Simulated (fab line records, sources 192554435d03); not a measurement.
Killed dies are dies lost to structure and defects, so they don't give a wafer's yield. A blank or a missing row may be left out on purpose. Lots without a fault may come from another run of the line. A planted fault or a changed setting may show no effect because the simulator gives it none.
A struck lot beside a sound one | flow n5_finfet | 16 steps out of a route of 1938
Sound: wafers L415.1, L415.2, L415.5. Struck: wafers L421.1, L421.3. The cause comes at the end.
At each step with rows: each side's tool, then ch and its chambers, then its first start. Under that, the readings that differ: sound wafers | struck wafers | difference of the means | sigmas: that difference in standard deviations of wafers without a fault.
alike: readings whose means differ by less than 2 such deviations, and words and numbers that are the same on both sides. not compared: withheld readings, readings that some wafer has no value for, bounds like >300 that may hide the same value, and numbers for which the record gives no deviation and whose values overlap.
The two part at a step that has a row with sigmas, a row that says differs or no value, or rows on one side only. Numbers that don't overlap but have no deviation are shown without sigmas and don't part them. A reading that every wafer of one side lacks parts them only if that side has two wafers or more.

first, 7 steps without rows for these wafers: N5_MOL_CONTACT_COAG_COAT_77 (time 60 s, resist thk 10 nm); N5_MOL_CONTACT_COAG_COAT_78 (resist thk 40 nm); N5_MOL_CONTACT_COAG_EBR_80; N5_MOL_CONTACT_COAG_SOFTBAKE_79 (time 60 s); N5_MOL_CONTACT_COAG_EXPOSE_81 (exposes mask VG, defocus 0 nm); N5_MOL_CONTACT_COAG_PEB_82 (peb time 60 s); N5_MOL_CONTACT_COAG_DEVELOP_83 (develop time 30 s).
N5_MOL_CONTACT_COAG_CD_MEAS_84: target cd 25.1 nm.
  sound on cd_sem-03 ch 0, day 5 13:56; struck on cd_sem-01 ch 0, day 7 06:48
  alike: cd_nm
N5_MOL_CONTACT_COAG_OVL_MEAS_85:
  sound on overlay-02 ch 0, day 5 13:58; struck on overlay-01 ch 0, day 7 06:50
  alike: VG_OVL
N5_MOL_CONTACT_COAG_INSPECT_57: inspects for defects (brightfield).
  sound on defect_inspect-01, day 5 14:02; struck on defect_inspect-02, day 7 06:53
  alike: raw_defect_count
N5_MOL_CONTACT_COAG_DESCUM_88: chemistry O2, time 7 s.
  sound on rie_diel-03 ch 2,3, day 5 14:28; struck on rie_diel-01 ch 1,3, day 7 07:03
  alike: drypump_motor_current_A, oes_product_au, rf_vpp_V, showerhead_plenum_p_Torr, temp_c, throttle_valve_pct
  not compared: rf_hours_counter_h
N5_MOL_CONTACT_COAG_ETCH_89: etches underlayer in N2/H2, target depth 13 nm, time 10.4 s.
  sound on rie_diel-03 ch 2,3, day 5 14:30; struck on rie_diel-01 ch 1,3, day 7 07:05
  reading               | sound        | struck    | difference | sigmas
  etch_rf_on_time_s (s) | 9.5 10.3 9.5 | 10.5 10.4 | +0.7       | +2
  alike: drypump_motor_current_A, oes_product_au, rf_vpp_V, showerhead_plenum_p_Torr, throttle_valve_pct
  not compared: rf_hours_counter_h
N5_MOL_CONTACT_COAG_ETCH_90: etches SiARC in CF4, target depth 13 nm, time 21.7 s.
  sound on rie_diel-03 ch 2,3, day 5 14:31; struck on rie_diel-01 ch 1,3, day 7 07:06
  reading               | sound          | struck    | difference | sigmas
  etch_rf_on_time_s (s) | 20.1 21.5 20.3 | 14.9 14.7 | -5.8       | -9
  alike: drypump_motor_current_A, oes_product_au, rf_vpp_V, showerhead_plenum_p_Torr, throttle_valve_pct
  not compared: rf_hours_counter_h
N5_MOL_CONTACT_COAG_ALD_131: deposits SiO2, target thk 5 nm, pulse time 1 s, co reactant pulse time 1 s.
  sound on ald_sin-04 ch 0,2,3, day 5 14:36; struck on ald_sin-01 ch 0,2, day 7 07:11
  alike: heater_power_w, precursor_pulse_height_rel
-- the record jumps here: 3 days lie between the struck wafers' starts before and after (it left off in module MOL_CONTACT_COAG and takes up again in module BEOL_M4, whose first step shown is number 1111 of the route) --
N5_BEOL_M4_RC_MEAS_101:
  sound on prober-02 ch 0, day 8 15:35; struck on prober-01 ch 0, day 10 10:50
  reading        | sound          | struck    | difference | sigmas
  DIBL_N (mV/V)  | 31.6 35.5 34.3 | 35.7 40.9 | +4.5       | +2
  DIBL_P (mV/V)  | 28.4 33.2 31.4 | 34.1 40.4 | +6.2       | +2
  IOFF_N (nA/um) | 0.09 0.14 0.13 | 0.15 0.25 | +0.08      | +2
  alike: IOFF_P, ION_N, ION_P, SS_N, SS_P, VT_N, VT_P
-- the record jumps here: 5 days lie between the struck wafers' starts before and after (it left off in module BEOL_M4 and takes up again in module PASSIVATION, whose first step shown is number 1936 of the route) --
N5_PASSIVATION_PROBE_49:
  sound on prober-02, day 13 12:55; struck on prober-02, day 15 00:37
  reading            | sound  | struck | difference | sigmas
  killed_at_contacts | 2 5 11 | 19 18  | +12        | +2
  alike: defect_limited_yield, killed_at_M0_to_M3, killed_at_M4_up, killed_at_front_end, killed_at_other, killed_dies, killed_open, killed_short, sort_bin_5_function, sort_bin_6_memory, sort_n_pass, sort_yield_pct

WHERE THEY PART
First at N5_MOL_CONTACT_COAG_ETCH_89; last, within this record, at N5_PASSIVATION_PROBE_49.

WHY: what the simulator had put in
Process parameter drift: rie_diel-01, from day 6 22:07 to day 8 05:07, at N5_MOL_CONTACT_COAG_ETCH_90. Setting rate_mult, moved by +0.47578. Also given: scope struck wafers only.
